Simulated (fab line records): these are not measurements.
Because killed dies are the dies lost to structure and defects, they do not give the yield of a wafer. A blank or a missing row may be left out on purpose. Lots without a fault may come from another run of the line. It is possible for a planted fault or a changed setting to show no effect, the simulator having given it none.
fab line records | flow nandHarc | part 2 of 2: steps 5 to 6 of 6
record lots=22 | wafers=66 | lastDay=33
route steps=1302 shown A_BLC@1121 A_BONDPAD@1202
lots that met no fault: from a run of the same line without faults
startH: hours from the record's opening day to when the first of the lot's shown wafers began | waitH: hours since the lot's step before | " identical to the entry in the row above | L1.1+2: several wafers, shown together as one row | - no value, or no start was given | * or withheld: withheld | < > ~ a bound
route shown NAME@n: NAME is a module with steps in the file, n the number in the route of the first one | usual: mean and standard deviation over wafers with no fault | same: alike in all rows | chamber/n: place in a boat | sites: readings site by site | _std_site: how widely they spread, as a standard deviation | _edge_site: inner sites' mean taken away from outer sites' mean | radiusMm: how far each site lies from the wafer's centre | mask NAME#n: copy n | behind: tool/chamber where the wafer was last shaped | hold: the reason the lot was held/the length of the hold in hours/how it ended | device: the transistor (n, p or np) that didn't switch | end of line: the tests these same wafers got at the end of their route | a step without rows: its recipe alone | killed: not the wafer's yield, but the dies lost to structure and defects at the first sort | map: dies across one wafer; x = killed, . = not, _ = none there
set.NAME: the setting that was run; set.NAME@STEP: the one run at that earlier step | model.NAME: the simulator's own value behind a step, which no gauge read
one table for each step of the route and one row for each wafer, over a sample of lots
services: the hour from which a tool's chamber was out of use, counted from the record's first day as startH (under 0 if before that day), plus the number of hours and why
## steps
# step NHARC_A_BONDPAD_CD_MEAS_13
# usual cdNm=500.3/2.4
lot.wafer | tool     | chamber | startH | waitH | cdNm
L074.1    | cdSem-03 | -       | 532.64 | -     | 504.6
L074.2    | "        | -       | "      | "     | 498.8
L074.4    | "        | -       | "      | "     | 499.9
L075.1    | cdSem-01 | -       | 540.23 | -     | 502.6
L075.3    | "        | -       | "      | "     | 500.9
L075.4    | "        | -       | "      | "     | 502.0
L076.2    | cdSem-02 | -       | 548.49 | -     | 500.7
L076.3    | "        | -       | "      | "     | 502.0
L076.4    | "        | -       | "      | "     | 502.1
L077.1    | cdSem-03 | -       | 559.80 | -     | 502.4
L077.5    | "        | -       | "      | "     | 500.1
L077.6    | "        | -       | "      | "     | 498.3
L078.2    | cdSem-03 | -       | 562.33 | -     | 502.0
L078.3    | "        | -       | "      | "     | 501.8
L078.4    | "        | -       | "      | "     | 499.2
L080.1    | cdSem-02 | -       | 588.34 | -     | 502.1
L080.2    | "        | -       | "      | "     | 500.4
L080.5    | "        | -       | "      | "     | 501.5
L083.1    | cdSem-01 | -       | 607.80 | -     | 503.3
L083.4    | "        | -       | "      | "     | 499.3
L083.5    | "        | -       | "      | "     | 499.9
L081.3    | cdSem-01 | -       | 609.06 | -     | 501.3
L081.4    | "        | -       | "      | "     | 497.2
L081.5    | "        | -       | "      | "     | 499.4
L082.1    | cdSem-01 | -       | 609.40 | -     | 502.3
L082.2    | "        | -       | "      | "     | 496.1
L082.6    | "        | -       | "      | "     | 500.6
L084.2    | cdSem-01 | -       | 624.40 | -     | 498.3
L084.3    | "        | -       | "      | "     | 497.1
L084.6    | "        | -       | "      | "     | 501.9
L085.1    | cdSem-02 | -       | 625.04 | -     | 501.7
L085.3    | "        | -       | "      | "     | 501.1
L085.6    | "        | -       | "      | "     | 500.7
L087.2    | cdSem-01 | -       | 656.20 | -     | 503.5
L087.3    | "        | -       | "      | "     | 503.5
L087.6    | "        | -       | "      | "     | 500.7
L086.2    | cdSem-02 | -       | 657.38 | -     | 501.8
L086.3    | "        | -       | "      | "     | 502.0
L086.4    | "        | -       | "      | "     | 501.8
L089.3    | cdSem-03 | -       | 671.01 | -     | 500.9
L089.5    | "        | -       | "      | "     | 497.9
L089.6    | "        | -       | "      | "     | 496.0
L088.3    | cdSem-01 | -       | 675.63 | -     | 500.8
L088.4    | "        | -       | "      | "     | 502.2
L088.6    | "        | -       | "      | "     | 504.7
L090.1    | cdSem-03 | -       | 700.79 | -     | 495.9
L090.2    | "        | -       | "      | "     | 496.5
L090.3    | "        | -       | "      | "     | 497.0
L093.2    | cdSem-03 | -       | 719.81 | -     | 501.9
L093.3    | "        | -       | "      | "     | 500.3
L093.5    | "        | -       | "      | "     | 502.7
L092.3    | cdSem-01 | -       | 720.89 | -     | 499.7
L092.4    | "        | -       | "      | "     | 500.4
L092.5    | "        | -       | "      | "     | 503.3
L094.1    | cdSem-02 | -       | 734.59 | -     | 498.9
L094.3    | "        | -       | "      | "     | 500.2
L094.4    | "        | -       | "      | "     | 501.1
L095.3    | cdSem-03 | -       | 736.13 | -     | 497.4
L095.5    | "        | -       | "      | "     | 498.7
L095.6    | "        | -       | "      | "     | 498.6
L096.1    | cdSem-01 | -       | 749.27 | -     | 496.1
L096.3    | "        | -       | "      | "     | 497.5
L096.5    | "        | -       | "      | "     | 499.8
L097.2    | cdSem-01 | -       | 763.60 | -     | 494.7
L097.3    | "        | -       | "      | "     | 501.7
L097.4    | "        | -       | "      | "     | 495.6
# step NHARC_A_BONDPAD_STRIP_15
# recipe o2FlowSccm=500 | arFlowSccm=0 | biasW=0 | chemistry=O2
# usual chamberPressureMTorr=60.01/0.058 | drypumpMotorCurrentA=5.8/0.42 | oesProductAu=1.004/0.012 | rfVppV=57.7/0.93 | showerheadPlenumPTorr=3.49/0.17 | throttleValvePct=17.037/0.0091
lot.wafer | tool       | chamber | startH | waitH | chamberPressureMTorr | drypumpMotorCurrentA | oesProductAu | rfHoursCounterH | rfVppV | showerheadPlenumPTorr | throttleValvePct
L074.1    | rieDiel-03 | 1       | 532.73 | 0.1   | 60.05                | 6.0                  | 1.005        | 6               | 58.6   | 3.71                  | 17.042
L074.4    | "          | 2       | "      | "     | 60.14                | 6.1                  | 1.015        | 4               | 59.0   | 3.81                  | 17.018
L074.2    | "          | 3       | "      | "     | 60.05                | 5.8                  | 1.012        | 4               | 58.8   | 3.60                  | 17.031
L075.3    | rieDiel-10 | 2       | 540.30 | 0.1   | 60.11                | 6.4                  | 1.010        | 2               | 57.5   | 3.68                  | 17.042
L075.4    | "          | 3       | "      | "     | 60.04                | 5.6                  | 1.014        | 2               | 57.6   | 3.33                  | 17.040
L075.1    | "          | 0       | "      | "     | 60.01                | 5.3                  | 1.020        | 3               | 57.1   | 3.33                  | 17.031
L076.4    | rieDiel-01 | 2       | 548.56 | 0.1   | 60.08                | 5.9                  | 0.981        | 36              | 58.2   | 3.41                  | 17.032
L076.3    | "          | 0       | "      | "     | 60.04                | 6.3                  | 1.015        | 32              | 57.1   | 3.63                  | 17.045
L076.2    | "          | 1       | "      | "     | 59.93                | 5.4                  | 0.981        | 34              | 58.1   | 3.79                  | 17.035
L077.1    | rieDiel-10 | 1       | 559.92 | 0.1   | 59.87                | 6.3                  | 0.999        | 3               | 57.2   | 3.40                  | 17.053
L077.5    | "          | 2       | "      | "     | 59.97                | 6.4                  | 1.000        | -               | 57.9   | 3.68                  | 17.041
L077.6    | "          | 3       | "      | "     | 59.97                | 5.6                  | 1.012        | -               | 57.7   | 3.33                  | 17.043
L078.4    | rieDiel-10 | 3       | 562.40 | 0.1   | 59.97                | 5.6                  | 0.999        | 3               | 58.3   | 3.33                  | 17.045
L078.3    | "          | 1       | "      | "     | 59.95                | 6.3                  | 0.975        | 3               | 56.9   | 3.40                  | 17.042
L078.2    | "          | 2       | "      | "     | 60.09                | 6.4                  | 1.008        | 3               | 58.0   | 3.68                  | 17.049
L080.1    | rieDiel-03 | 3       | 588.43 | 0.1   | 60.01                | 5.8                  | 1.025        | 22              | 55.8   | 3.59                  | 17.030
L080.2    | "          | 0       | "      | "     | 59.96                | 6.0                  | 1.021        | 27              | 59.0   | 3.47                  | 17.040
L080.5    | "          | 3       | "      | "     | 60.05                | 5.8                  | 1.029        | -               | 58.1   | 3.59                  | 17.033
L083.4    | rieDiel-01 | 0       | 607.91 | 0.1   | 60.05                | 6.3                  | 1.013        | 6               | 58.6   | 3.62                  | 17.036
L083.1    | "          | 1       | "      | "     | 59.94                | 5.5                  | 0.983        | 6               | 58.0   | 3.78                  | 17.027
L083.5    | "          | 3       | "      | "     | 59.96                | 5.1                  | 0.992        | -               | 58.0   | 3.28                  | 17.027
L081.4    | rieDiel-01 | 2       | 609.13 | 0.1   | 60.00                | 5.9                  | 0.995        | 6               | 58.5   | 3.40                  | 17.040
L081.3    | "          | 3       | "      | "     | 60.05                | 5.2                  | 1.015        | 6               | 55.7   | 3.28                  | 17.033
L081.5    | "          | 3       | "      | "     | 60.15                | 5.2                  | 1.017        | -               | 57.1   | 3.28                  | 17.041
L082.2    | rieDiel-10 | 2       | 609.48 | 0.1   | 60.05                | 6.3                  | 1.001        | 0               | 58.6   | 3.68                  | 17.042
L082.1    | "          | 3       | "      | "     | 59.93                | 5.6                  | 1.024        | 0               | 58.6   | 3.33                  | 17.033
L082.6    | "          | 2       | "      | "     | 59.98                | 6.3                  | 1.009        | -               | 58.2   | 3.68                  | 17.026
L084.2    | rieDiel-01 | 1       | 624.47 | 0.1   | 59.98                | 5.5                  | 0.990        | 6               | 57.6   | 3.78                  | 17.038
L084.3    | "          | 2       | "      | "     | 59.99                | 5.9                  | 0.998        | 7               | 58.4   | 3.40                  | 17.029
L084.6    | "          | 1       | "      | "     | 59.97                | 5.5                  | 0.997        | -               | 58.7   | 3.78                  | 17.028
L085.3    | rieDiel-01 | 0       | 625.13 | 0.1   | 60.00                | 6.3                  | 1.011        | 6               | 58.4   | 3.62                  | 17.026
L085.1    | "          | 2       | "      | "     | 60.04                | 5.9                  | 0.991        | 7               | 56.4   | 3.40                  | 17.045
L085.6    | "          | 3       | "      | "     | 60.05                | 5.2                  | 1.004        | -               | 56.4   | 3.28                  | 17.050
L087.2    | rieDiel-01 | 2       | 656.27 | 0.1   | 60.11                | 5.9                  | 0.993        | 14              | 58.4   | 3.40                  | 17.036
L087.3    | "          | 0       | "      | "     | 59.95                | 6.3                  | 1.016        | 14              | 59.5   | 3.62                  | 17.032
L087.6    | "          | 3       | "      | "     | 60.08                | 5.2                  | 1.011        | -               | 57.4   | 3.28                  | 17.055
L086.3    | rieDiel-01 | 2       | 657.45 | 0.1   | 59.95                | 5.9                  | 0.988        | 14              | 56.7   | 3.40                  | 17.028
L086.2    | "          | 3       | "      | "     | 59.98                | 5.1                  | 0.999        | 14              | 55.6   | 3.28                  | 17.029
L086.4    | "          | 2       | "      | "     | 60.06                | 5.9                  | 0.996        | -               | 57.2   | 3.40                  | 17.016
L089.3    | rieDiel-01 | 1       | 671.11 | 0.1   | 59.92                | 5.5                  | 0.987        | 8               | 59.3   | 3.78                  | 17.040
L089.6    | "          | 3       | "      | "     | 60.00                | 5.2                  | 1.006        | -               | 57.3   | 3.27                  | 17.048
L089.5    | "          | 0       | "      | "     | 60.12                | 6.3                  | 1.020        | -               | 57.4   | 3.62                  | 17.040
L088.4    | rieDiel-01 | 3       | 675.71 | 0.1   | 59.85                | 5.1                  | 1.005        | 17              | 56.9   | 3.27                  | 17.056
L088.3    | "          | 1       | "      | "     | 60.01                | 5.5                  | 0.988        | 9               | 59.5   | 3.78                  | 17.034
L088.6    | "          | 3       | "      | "     | 59.92                | 5.2                  | 1.003        | -               | 56.8   | 3.27                  | 17.052
L090.3    | rieDiel-10 | 3       | 700.87 | 0.1   | 59.97                | 5.6                  | 1.009        | 2               | 56.9   | 3.33                  | 17.021
L090.2    | "          | 1       | "      | "     | 59.90                | 6.3                  | 0.978        | 2               | 57.4   | 3.40                  | 17.029
L090.1    | "          | 2       | "      | "     | 60.09                | 6.3                  | 0.993        | 2               | 57.8   | 3.67                  | 17.043
L093.2    | rieDiel-03 | 1       | 719.90 | 0.1   | 60.01                | 6.0                  | 0.987        | 4               | 57.3   | 3.67                  | 17.042
L093.3    | "          | 2       | "      | "     | 59.99                | 6.1                  | 0.998        | 4               | 57.7   | 3.77                  | 17.050
L093.5    | "          | 1       | "      | "     | 60.07                | 6.0                  | 0.989        | -               | 58.8   | 3.67                  | 17.028
L092.3    | rieDiel-01 | 0       | 720.96 | 0.1   | 59.98                | 6.3                  | 1.029        | 25              | 59.6   | 3.61                  | 17.028
L092.4    | "          | 1       | "      | "     | 60.02                | 5.5                  | 0.990        | 19              | 57.8   | 3.78                  | 17.042
L092.5    | "          | 0       | "      | "     | 59.99                | 6.3                  | 1.025        | -               | 57.8   | 3.61                  | 17.048
L094.3    | rieDiel-03 | 3       | 734.67 | 0.1   | 59.97                | 5.8                  | 1.017        | 8               | 58.6   | 3.56                  | 17.031
L094.4    | "          | 0       | "      | "     | 60.09                | 6.0                  | 1.019        | 9               | 58.5   | 3.44                  | 17.021
L094.1    | "          | 2       | "      | "     | 60.04                | 6.1                  | 1.002        | 7               | 58.7   | 3.77                  | 17.047
L095.3    | rieDiel-10 | 2       | 736.29 | 0.2   | 60.09                | 6.4                  | 0.992        | 3               | 59.0   | 3.67                  | 17.034
L095.5    | "          | 0       | "      | "     | 60.00                | 5.3                  | 1.014        | -               | 56.0   | 3.33                  | 17.030
L095.6    | "          | 1       | "      | "     | 59.99                | 6.3                  | 0.988        | -               | 56.6   | 3.40                  | 17.042
L096.1    | rieDiel-10 | 0       | 749.36 | 0.1   | 60.01                | 5.3                  | 1.013        | 4               | 57.6   | 3.33                  | 17.025
L096.3    | "          | 2       | "      | "     | 60.07                | 6.4                  | 0.989        | 4               | 57.0   | 3.67                  | 17.037
L096.5    | "          | 0       | "      | "     | 60.04                | 5.3                  | 1.017        | -               | 57.3   | 3.33                  | 17.033
L097.4    | rieDiel-10 | 2       | 763.69 | 0.1   | 60.02                | 6.4                  | 0.984        | 5               | 58.4   | 3.67                  | 17.022
L097.3    | "          | 3       | "      | "     | 60.09                | 5.6                  | 1.016        | 5               | 56.5   | 3.33                  | 17.042
L097.2    | "          | 0       | "      | "     | 59.94                | 5.3                  | 1.016        | 5               | 55.6   | 3.32                  | 17.043
## services
tool       | chamber | startH | hours | kind
rieDiel-07 | 0       | 495.10 | 5.3   | repair
cmp-04     | -       | 503.07 | 4.0   | pm
rieDiel-07 | -       | 514.60 | 0.6   | repair
cmp-04     | -       | 549.56 | 1.7   | repair
rieDiel-01 | -       | 557.95 | 9.0   | pm
cmp-04     | -       | 562.40 | 0.7   | repair
rieDiel-10 | 1       | 566.15 | 8.6   | repair
cmp-01     | -       | 577.72 | 4.0   | pm
pecvd-02   | -       | 589.18 | 13.0  | pm
rieDiel-10 | -       | 596.50 | 9.0   | pm
rieDiel-07 | 2       | 610.49 | 10.9  | repair
rieDiel-10 | 1       | 629.64 | 7.9   | repair
rieDiel-01 | -       | 636.88 | 0.2   | repair
cmp-01     | -       | 637.66 | 2.3   | repair
pecvd-02   | -       | 646.95 | 0.6   | repair
rieDiel-07 | -       | 648.41 | 9.0   | pm
rieDiel-01 | 1       | 656.12 | 5.1   | repair
cmp-01     | -       | 675.72 | 4.0   | pm
rieDiel-07 | -       | 692.33 | 1.1   | repair
pecvd-02   | 2       | 705.01 | 4.7   | repair
rieDiel-01 | 0       | 729.22 | 4.8   | repair
rieDiel-10 | 3       | 731.52 | 3.1   | repair
rieDiel-01 | -       | 734.95 | 9.0   | pm
rieDiel-07 | 0       | 757.18 | 15.9  | repair
